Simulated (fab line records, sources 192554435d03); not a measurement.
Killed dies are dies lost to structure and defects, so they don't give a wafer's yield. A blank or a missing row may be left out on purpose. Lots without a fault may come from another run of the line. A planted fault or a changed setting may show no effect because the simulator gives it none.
fab line records | flow n5_finfet | part 1 of 2: steps 1 to 4 of 6
record lots=21 wafers=63 last_day=19
route steps=1938 shown GATE_CUT@465 MOL_CONTACT_COAG@535
lots that met no fault: from a run of the same line without faults
start_h: hours from the record's first day to the start of the lot's first wafer shown | wait_h: hours since the lot's step before | " the same as in the row above | L1.1+2: a row that stands for several wafers | - no value, or no start given | * or withheld: withheld | < > ~ a bound
route shown NAME@n: a module of which the file shows steps, and the number in the route of the first | usual: mean/standard deviation of fault-free wafers | same: alike in all rows | chamber/n: place in a boat | sites: the reading at each site | _std_site: their standard deviation | _edge_site: outer sites' mean less inner sites' | radius_mm: how far each site lies from the wafer's centre | mask NAME#n: copy n | behind: the tool/chamber that last shaped the wafer | hold: why the lot was held/for how many hours/how that ended | device: the transistor (n, p or np) that didn't switch | end of line: the same wafers' tests at the end of the route | a step without rows: its recipe alone | killed: dies lost to structure and defects at the first sort, not the wafer's yield | map: a wafer's dies, x killed, . not, _ none there
set.NAME: the setting as run; set.NAME@STEP: as run at that earlier step | model.NAME: the simulator's own value behind a step, which no gauge read
steps of the route over a sample of lots; a table a step, a row a wafer
services: from which hour (start_h, from the record's first day; less than 0 if before it) a tool's chamber was out of use, for how many hours, and why
## steps
# step N5_GATE_CUT_ETCHBACK_00
# recipe chemistry=SF6/Cl2 target=W pressure_mtorr=8 icp_w=900 bias_w=80 SF6_flow_sccm=40 Cl2_flow_sccm=60
# usual SF6_flow_sccm=39.97/0.13 drypump_motor_current_A=5.9/0.58 oes_product_au=0.77/0.085 throttle_valve_pct=27.39/0.25
# columns lot.wafer tool chamber start_h wait_h SF6_flow_sccm drypump_motor_current_A oes_product_au rf_hours_counter_h throttle_valve_pct
L075.2 rie_metal-02 1 86.98 0.0 40.00 6.3 0.86 24 27.16
L075.4 " 1 " " 39.96 6.3 0.86 - 27.17
L075.6 " 1 " " 40.03 6.3 0.85 - 27.16
L076.1 rie_metal-01 0 91.77 0.0 40.18 6.2 0.77 43 27.45
L076.4 " 1 " " 39.99 5.6 0.94 - 27.88
L076.6 " 0 " " 40.13 6.2 0.77 - 27.45
L077.1 rie_metal-02 1 97.08 0.0 40.08 6.3 0.86 24 27.17
L077.4 " 0 " " 39.99 6.4 0.72 - 27.56
L077.6 " 1 " " 40.19 6.3 0.86 - 27.17
L078.2 rie_metal-01 1 109.60 0.0 40.08 5.6 0.93 5 27.86
L078.4 " 0 " " 40.10 6.2 0.77 - 27.44
L078.6 " 1 " " 39.99 5.6 0.92 - 27.87
L079.2 rie_metal-02 1 115.75 0.0 39.98 6.3 0.87 25 27.17
L079.3 " 1 " " 39.93 6.3 0.86 - 27.17
L079.5 " 1 " " 40.11 6.3 0.87 - 27.15
L080.1 rie_metal-01 1 118.77 0.0 39.77 5.6 0.93 5 27.87
L080.3 " 1 " " 39.77 5.6 0.93 - 27.86
L080.5 " 0 " " 40.09 6.2 0.77 - 27.47
L081.1 rie_metal-03 0 122.80 0.0 40.01 5.0 0.72 70 27.04
L081.2 " 1 " " 39.91 5.2 0.67 93 27.35
L081.6 " 0 " " 39.85 5.0 0.72 - 27.06
L082.1 rie_metal-02 0 127.35 0.0 40.01 6.4 0.71 61 27.54
L082.4 " 1 " " 39.84 6.3 0.85 - 27.16
L082.5 " 0 " " 39.93 6.4 0.72 - 27.53
L083.2 rie_metal-01 0 131.45 0.0 39.87 6.2 0.75 46 27.46
L083.4 " 1 " " 39.79 5.6 0.90 - 27.86
L083.6 " 0 " " 40.01 6.2 0.76 - 27.46
L084.2 rie_metal-03 1 141.97 0.0 40.07 5.2 0.67 94 27.34
L084.5 " 1 " " 39.76 5.2 0.66 - 27.35
L084.6 " 0 " " 39.95 5.0 0.72 - 27.06
L086.1 rie_metal-02 1 158.39 0.0 39.99 6.3 0.85 29 27.18
L086.3 " 0 " " 40.19 6.4 0.71 - 27.54
L086.5 " 1 " " 39.91 6.3 0.84 - 27.17
L087.2 rie_metal-03 0 161.91 0.0 39.94 4.9 0.71 72 27.06
L087.3 " 1 " " 39.96 5.2 0.67 - 27.35
L087.6 " 0 " " 40.31 4.9 0.71 - 27.05
L088.2 rie_metal-02 1 166.62 0.0 40.08 6.3 0.84 30 27.19
L088.3 " 0 " " 40.04 6.4 0.71 - 27.54
L088.4 " 1 " " 39.90 6.3 0.84 - 27.18
L089.1 rie_metal-01 0 174.18 0.0 39.99 6.2 0.75 49 27.47
L089.4 " 0 " " 40.09 6.2 0.75 - 27.48
L089.6 " 1 " " 39.97 5.6 0.89 - 27.87
L090.3 rie_metal-02 1 175.23 0.1 39.92 6.3 0.83 - 27.19
L090.4 " 0 " " 40.00 6.4 0.71 - 27.55
L090.6 " 0 " " 39.97 6.4 0.70 - 27.55
L091.2 rie_metal-03 0 183.00 0.0 40.13 4.9 0.71 74 27.06
L091.5 " 1 " " 39.81 5.2 0.66 - 27.35
L091.6 " 0 " " 40.15 5.0 0.71 - 27.08
L092.3 rie_metal-02 0 186.14 0.1 39.69 6.5 0.70 - 27.56
L092.5 " 1 " " 39.89 6.3 0.82 - 27.19
L092.6 " 0 " " 39.75 6.4 0.70 - 27.56
L093.2 rie_metal-02 1 195.89 0.0 40.05 6.3 0.83 34 27.18
L093.3 " 1 " " 40.13 6.3 0.81 - 27.19
L093.4 " 0 " " 39.94 6.4 0.70 - 27.55
L094.3 rie_metal-03 0 199.34 0.1 40.02 5.0 0.71 - 27.07
L094.5 " 1 " " 39.88 5.2 0.65 - 27.35
L094.6 " 0 " " 39.87 5.0 0.71 - 27.07
L095.2 rie_metal-03 1 207.46 0.0 39.77 5.2 0.66 100 27.34
L095.5 " 1 " " 39.80 5.2 0.66 - 27.35
L095.6 " 0 " " 40.09 5.0 0.71 - 27.06
L097.3 rie_metal-03 1 220.68 0.1 39.95 5.2 0.65 - 27.37
L097.4 " 0 " " 40.16 5.0 0.71 - 27.08
L097.5 " 1 " " 39.74 5.2 0.66 - 27.37
# step N5_GATE_CUT_ETCH_37
# recipe chemistry=N2/H2 target=SOC target_depth_a=600 overetch_a=120 mask_material=SiARC temp_c=40 time_s=90 ion_energy_ev=200 pressure_mtorr=30 source_w=840 bias_w=150 n2_flow_sccm=200 h2_flow_sccm=200
# usual drypump_motor_current_A=5.6/0.54 h2_flow_sccm=200.1/0.59 n2_flow_sccm=200.0/0.57 oes_product_au=0.70/0.069 rf_vpp_V=524.3/2.6 showerhead_plenum_p_Torr=2.56/0.094 temp_c=40.01/0.11 throttle_valve_pct=17.89/0.22
# columns lot.wafer tool chamber start_h wait_h drypump_motor_current_A h2_flow_sccm n2_flow_sccm oes_product_au rf_hours_counter_h rf_vpp_V showerhead_plenum_p_Torr temp_c throttle_valve_pct
L075.2 rie_diel-05 3 90.73 0.0 6.1 199.6 200.4 0.85 5 522.4 2.48 40.14 17.38
L075.4 " 0 " " 5.8 199.9 199.8 0.79 39 528.0 2.71 40.05 17.63
L075.6 " 1 " " 5.6 201.1 199.9 0.78 - 526.9 2.70 39.93 17.83
L076.1 rie_diel-04 2 95.74 0.0 5.1 200.2 199.6 0.66 170 520.0 2.42 39.79 17.71
L076.4 " 0 " " 5.3 200.1 199.7 0.68 127 526.3 2.56 39.91 17.56
L076.6 " 3 " " 4.9 200.9 200.5 0.69 - 527.0 2.64 39.99 17.92
L077.1 rie_diel-03 2 102.27 0.0 6.2 200.4 199.6 0.65 209 525.8 2.62 40.07 17.85
L077.4 " 1 " " 6.0 200.6 200.2 0.67 133 523.8 2.55 40.02 17.97
L077.6 " 0 " " 4.9 199.6 199.6 0.70 - 520.0 2.45 39.97 18.11
L078.2 rie_diel-03 2 113.35 0.0 6.2 199.5 200.4 0.64 212 524.8 2.62 39.96 17.86
L078.4 " 3 " " 6.3 199.8 200.3 0.62 237 523.1 2.49 40.16 18.19
L078.6 " 0 " " 4.9 200.9 200.0 0.70 - 521.8 2.45 39.92 18.10
L079.2 rie_diel-05 3 119.92 0.0 6.1 199.0 199.5 0.83 12 521.7 2.47 40.08 17.41
L079.3 " 0 " " 5.8 199.8 199.4 0.77 46 527.5 2.70 39.98 17.65
L079.5 " 3 " " 6.1 199.9 199.5 0.83 - 523.7 2.47 40.06 17.40
L080.1 rie_diel-03 3 122.57 0.0 6.3 200.1 199.3 0.62 240 523.7 2.49 39.99 18.21
L080.3 " 1 " " 6.1 199.1 200.3 0.66 139 524.8 2.54 39.94 17.98
L080.5 " 3 " " 6.3 200.0 199.7 0.62 - 521.8 2.49 39.96 18.21
L081.1 rie_diel-04 2 126.55 0.0 5.1 199.5 199.8 0.65 178 521.4 2.41 39.97 17.73
L081.2 " 0 " " 5.3 200.2 200.8 0.68 135 524.2 2.56 40.14 17.59
L081.6 " 0 " " 5.3 200.2 200.5 0.67 - 523.7 2.56 40.14 17.58
L082.1 rie_diel-03 0 131.10 0.0 4.9 199.9 199.3 0.70 142 522.0 2.45 39.95 18.11
L082.4 " 3 " " 6.3 200.2 200.1 0.62 243 522.2 2.49 39.91 18.22
L082.5 " 0 " " 4.9 199.9 199.8 0.70 - 520.1 2.45 39.77 18.10
L083.2 rie_diel-04 2 135.44 0.0 5.1 200.4 199.2 0.65 181 520.0 2.41 39.98 17.74
L083.4 " 3 " " 4.9 199.9 199.8 0.68 156 526.1 2.63 39.97 17.94
L083.6 " 0 " " 5.3 199.8 200.9 0.68 - 522.7 2.56 40.10 17.57
L084.2 rie_diel-05 2 145.89 0.0 5.0 200.5 200.7 0.89 3 527.8 2.70 39.87 17.78
L084.5 " 0 " " 5.8 200.1 199.8 0.76 - 528.8 2.70 39.88 17.66
L084.6 " 3 " " 6.1 199.5 200.1 0.80 - 523.5 2.47 39.99 17.42
L086.1 rie_diel-04 0 162.26 0.0 5.3 200.9 199.9 0.67 146 523.4 2.55 40.03 17.60
L086.3 " 1 " " 4.9 200.8 200.0 0.67 153 526.9 2.64 40.03 18.22
L086.5 " 0 " " 5.3 201.3 200.0 0.67 - 523.0 2.55 39.97 17.60
L087.2 rie_diel-03 0 166.64 0.0 4.9 199.1 199.1 0.69 151 520.7 2.44 39.95 18.11
L087.3 " 1 " " 6.1 200.5 200.6 0.65 154 524.4 2.54 40.16 18.01
L087.6 " 1 " " 6.1 200.2 199.9 0.66 - 523.3 2.54 40.23 18.01
L088.2 rie_diel-05 3 170.38 0.0 6.1 199.4 199.3 0.79 29 523.0 2.47 40.02 17.45
L088.3 " 0 " " 5.8 200.9 199.1 0.75 63 527.9 2.69 39.92 17.69
L088.4 " 1 " " 5.6 200.7 200.5 0.75 55 527.2 2.69 39.95 17.87
L089.1 rie_diel-05 2 178.17 0.0 5.0 200.4 201.2 0.83 17 528.9 2.70 40.22 17.82
L089.4 " 1 " " 5.6 199.6 199.9 0.75 58 528.6 2.69 40.12 17.85
L089.6 " 1 " " 5.6 200.0 199.8 0.75 - 526.5 2.69 40.13 17.86
L090.3 rie_diel-03 0 179.04 0.0 4.9 200.6 200.9 0.69 157 520.0 2.44 40.06 18.12
L090.4 " 3 " " 6.3 201.7 200.5 0.89 0 523.1 2.48 39.95 17.79
L090.6 " 0 " " 4.9 200.5 200.8 0.69 - 521.3 2.44 39.99 18.13
L091.2 rie_diel-03 3 188.82 0.0 6.3 200.7 200.2 0.86 5 522.8 2.48 40.06 17.78
L091.5 " 3 " " 6.3 200.4 200.2 0.86 - 522.1 2.48 40.12 17.79
L091.6 " 0 " " 4.9 199.6 199.3 0.68 - 521.9 2.44 39.96 18.12
L092.3 rie_diel-04 3 191.77 0.0 4.9 199.6 200.0 0.67 169 527.4 2.63 39.84 17.97
L092.5 " 2 " " 5.1 200.0 199.9 0.64 - 522.3 2.41 40.08 17.77
L092.6 " 1 " " 4.9 199.5 201.2 0.67 - 527.7 2.64 40.02 18.23
L093.2 rie_diel-04 0 199.64 0.0 5.3 200.2 199.3 0.66 154 523.3 2.55 40.20 17.62
L093.3 " 3 " " 4.9 200.2 199.8 0.67 171 526.1 2.63 39.91 17.95
L093.4 " 2 " " 5.1 200.1 200.6 0.65 196 521.7 2.41 39.84 17.76
L094.3 rie_diel-03 3 203.94 0.0 6.3 199.7 199.6 0.85 10 522.4 2.48 39.97 17.79
L094.5 " 2 " " 6.1 199.9 199.7 0.63 - 525.9 2.60 40.16 17.91
L094.6 " 1 " " 6.1 200.6 200.3 0.64 - 523.6 2.53 40.06 18.04
L095.2 rie_diel-05 3 211.36 0.0 6.1 199.9 199.6 0.77 41 521.8 2.46 39.90 17.45
L095.5 " 2 " " 5.0 200.4 200.5 0.82 - 528.1 2.69 39.98 17.83
L095.6 " 1 " " 5.6 200.1 200.1 0.74 - 527.6 2.68 40.12 17.87
L097.3 rie_diel-03 3 227.12 0.0 6.3 200.5 200.3 0.83 19 521.9 2.48 40.04 17.81
L097.4 " 3 " " 6.3 199.9 200.9 0.83 - 522.9 2.48 40.05 17.81
L097.5 " 0 " " 4.9 199.1 200.5 0.68 - 520.7 2.43 40.11 18.16
# step N5_GATE_CUT_CUT_ETCH_53
# recipe chemistry=SF6/Cl2 target=W mask_material=SiO2 target_depth_a=792 pressure_mtorr=8 icp_w=900 bias_w=80 SF6_flow_sccm=40 Cl2_flow_sccm=60 ends=cleared
# usual SF6_flow_sccm=40.02/0.13 drypump_motor_current_A=5.7/0.59 etch_rf_on_time_s=26.69/0.29 oes_product_au=0.68/0.078 throttle_valve_pct=28.77/0.27
# columns lot.wafer tool chamber start_h wait_h SF6_flow_sccm drypump_motor_current_A etch_rf_on_time_s oes_product_au rf_hours_counter_h throttle_valve_pct
L075.2 rie_metal-01 1 91.04 0.1 39.91 5.6 26.33 0.85 3 29.30
L075.4 " 0 " " 39.86 6.2 26.86 0.70 - 28.84
L075.6 " 0 " " 40.02 6.2 26.90 0.69 - 28.85
L076.1 rie_metal-02 0 96.05 0.1 40.11 6.5 26.89 0.64 59 28.93
L076.4 " 1 " " 40.07 6.3 26.38 0.77 - 28.58
L076.6 " 1 " " 39.85 6.3 26.65 0.77 - 28.56
L077.1 rie_metal-01 1 102.59 0.1 40.12 5.6 26.47 0.83 4 29.28
L077.4 " 1 " " 40.08 5.6 26.15 0.84 - 29.27
L077.6 " 0 " " 40.27 6.2 26.96 0.69 - 28.84
L078.2 rie_metal-03 1 113.67 0.1 39.92 5.2 26.74 0.60 92 28.71
L078.4 " 0 " " 40.00 4.9 26.87 0.64 - 28.41
L078.6 " 0 " " 39.89 4.9 26.79 0.65 - 28.42
L079.2 rie_metal-02 1 120.24 0.1 40.18 6.3 26.60 0.76 25 28.57
L079.3 " 0 " " 40.05 6.4 26.86 0.64 - 28.94
L079.5 " 1 " " 39.96 6.3 26.68 0.76 - 28.57
L080.1 rie_metal-02 0 122.89 0.1 39.88 6.5 26.84 0.64 61 28.94
L080.3 " 0 " " 40.07 6.5 26.79 0.64 - 28.93
L080.5 " 1 " " 39.83 6.3 26.59 0.76 - 28.60
L081.1 rie_metal-03 0 126.86 0.1 40.02 5.0 26.56 0.65 70 28.41
L081.2 " 1 " " 39.92 5.2 26.98 0.59 93 28.72
L081.6 " 0 " " 40.04 4.9 26.60 0.65 - 28.42
L082.1 rie_metal-02 0 131.42 0.1 40.12 6.4 26.56 0.64 62 28.93
L082.4 " 0 " " 40.02 6.4 26.59 0.64 - 28.92
L082.5 " 0 " " 40.13 6.4 26.63 0.64 - 28.93
L083.2 rie_metal-01 0 135.76 0.1 40.24 6.2 26.78 0.69 46 28.85
L083.4 " 0 " " 40.12 6.2 26.90 0.68 - 28.85
L083.6 " 0 " " 40.27 6.2 26.51 0.69 - 28.87
L084.2 rie_metal-01 0 146.21 0.1 39.87 6.2 27.08 0.68 47 28.84
L084.5 " 0 " " 40.02 6.2 27.07 0.68 - 28.83
L084.6 " 1 " " 40.08 5.6 26.43 0.81 - 29.29
L086.1 rie_metal-02 0 162.58 0.1 40.13 6.4 26.51 0.64 64 28.94
L086.3 " 0 " " 40.35 6.4 26.52 0.64 - 28.94
L086.5 " 1 " " 40.01 6.3 26.43 0.74 - 28.57
L087.2 rie_metal-03 1 166.95 0.1 39.93 5.2 26.86 0.59 96 28.71
L087.3 " 0 " " 40.22 5.0 26.68 0.65 - 28.42
L087.6 " 1 " " 39.90 5.2 26.91 0.59 - 28.72
L088.2 rie_metal-02 0 170.69 0.1 40.21 6.4 26.52 0.63 65 28.95
L088.3 " 1 " " 40.10 6.3 26.43 0.75 - 28.57
L088.4 " 0 " " 40.21 6.4 26.24 0.64 - 28.94
L089.1 rie_metal-03 1 178.48 0.1 39.75 5.2 26.97 0.59 97 28.73
L089.4 " 0 " " 40.17 4.9 26.96 0.64 - 28.43
L089.6 " 0 " " 40.07 4.9 27.02 0.64 - 28.43
L090.3 rie_metal-03 0 179.37 0.1 40.08 5.0 26.84 0.64 - 28.44
L090.4 " 1 " " 39.94 5.2 27.07 0.58 - 28.71
L090.6 " 0 " " 40.03 4.9 26.92 0.64 - 28.44
L091.2 rie_metal-01 0 189.13 0.1 39.93 6.2 26.78 0.68 51 28.84
L091.5 " 1 " " 40.09 5.6 26.12 0.80 - 29.31
L091.6 " 0 " " 40.06 6.2 26.92 0.67 - 28.86
L092.3 rie_metal-03 0 192.10 0.1 39.93 5.0 26.41 0.64 - 28.43
L092.5 " 0 " " 40.05 5.0 26.47 0.64 - 28.43
L092.6 " 1 " " 39.84 5.2 26.53 0.59 - 28.73
L093.2 rie_metal-03 1 199.95 0.1 39.91 5.2 27.04 0.59 99 28.71
L093.3 " 0 " " 40.04 5.0 26.60 0.64 - 28.43
L093.4 " 1 " " 39.80 5.2 26.93 0.58 - 28.72
L094.3 rie_metal-03 0 204.27 0.1 39.71 4.9 26.77 0.63 - 28.44
L094.5 " 0 " " 40.01 4.9 26.79 0.63 - 28.43
L094.6 " 1 " " 40.05 5.2 27.08 0.59 - 28.73
L095.2 rie_metal-01 1 211.67 0.1 40.17 5.6 26.08 0.79 12 29.30
L095.5 " 0 " " 40.11 6.2 26.99 0.68 - 28.87
L095.6 " 1 " " 40.13 5.6 26.34 0.79 - 29.31
L097.3 rie_metal-02 1 227.46 0.1 39.82 6.3 26.87 0.72 - 28.60
L097.4 " 0 " " 39.92 6.4 26.97 0.61 - 28.96
L097.5 " 0 " " 39.98 6.4 26.93 0.62 - 28.94
# step N5_GATE_CUT_ALD_22
# recipe material=SiNx target_thk_a=160 temp_c=400 ald_precursor_family=SiH2I2 ald_co_reactant=N2/H2-plasma pulse_time_s=1 ald_cycles=320 purge_time_s=2 co_reactant_purge_time_s=2 pressure_torr=2
# usual heater_power_w=832/61 precursor_pulse_height_rel=1.002/0.018
# columns lot.wafer tool chamber start_h wait_h heater_power_w precursor_pulse_height_rel
L075.2 ald_sin-03 0 91.49 0.0 902 0.982
L075.4 " 0 " " 903 1.025
L075.6 " 1 " " 788 0.998
L076.1 ald_sin-04 0 96.50 0.0 848 1.012
L076.4 " 1 " " 857 1.014
L076.6 " 2 " " 935 0.988
L077.1 ald_sin-03 2 103.70 0.7 894 0.996
L077.4 " 1 " " 817 0.979
L077.6 " 1 " " 790 1.006
L078.2 ald_sin-04 1 114.11 0.0 877 1.002
L078.4 " 0 " " 858 0.978
L078.6 " 2 " " 922 1.008
L079.2 ald_sin-03 1 120.68 0.0 782 0.998
L079.3 " 3 " " 754 0.995
L079.5 " 2 " " 893 1.019
L080.1 ald_sin-02 2 123.33 0.0 877 0.993
L080.3 " 1 " " 745 1.001
L080.5 " 0 " " 788 1.011
L081.1 ald_sin-04 2 127.31 0.0 931 1.024
L081.2 " 1 " " 880 0.962
L081.6 " 1 " " 877 1.006
L082.1 ald_sin-02 3 131.86 0.0 821 0.992
L082.4 " 0 " " 799 0.999
L082.5 " 2 " " 857 0.987
L083.2 ald_sin-03 3 136.20 0.0 717 0.999
L083.4 " 0 " " 903 1.002
L083.6 " 1 " " 794 1.010
L084.2 ald_sin-02 1 146.65 0.0 740 1.016
L084.5 " 2 " " 863 1.011
L084.6 " 3 " " 828 0.971
L086.1 ald_sin-02 3 164.43 1.4 793 0.998
L086.3 " 1 " " 744 0.995
L086.5 " 1 " " 755 0.997
L087.2 ald_sin-02 3 167.40 0.0 800 0.967
L087.3 " 0 " " 806 0.978
L087.6 " 3 " " 798 1.021
L088.2 ald_sin-03 0 171.13 0.0 901 0.970
L088.3 " 3 " " 749 1.045
L088.4 " 1 " " 805 0.954
L089.1 ald_sin-02 3 178.93 0.0 829 1.009
L089.4 " 0 " " 810 1.023
L089.6 " 3 " " 801 1.014
L090.3 ald_sin-04 1 179.79 0.0 866 1.023
L090.4 " 0 " " 847 1.045
L090.6 " 1 " " 860 1.003
L091.2 ald_sin-02 0 189.58 0.0 795 1.035
L091.5 " 0 " " 807 1.010
L091.6 " 3 " " 802 1.053
L092.3 ald_sin-02 2 192.53 0.0 854 1.016
L092.5 " 1 " " 742 1.012
L092.6 " 0 " " 796 0.970
L093.2 ald_sin-04 1 200.40 0.0 867 1.020
L093.3 " 0 " " 872 1.011
L093.4 " 3 " " 869 1.026
L094.3 ald_sin-02 0 204.71 0.0 802 0.982
L094.5 " 3 " " 811 0.996
L094.6 " 2 " " 878 0.989
L095.2 ald_sin-02 0 212.11 0.0 814 1.031
L095.5 " 0 " " 813 0.989
L095.6 " 1 " " 741 0.991
L097.3 ald_sin-04 1 227.93 0.1 867 0.986
L097.4 " 2 " " 955 0.986
L097.5 " 3 " " 841 1.000
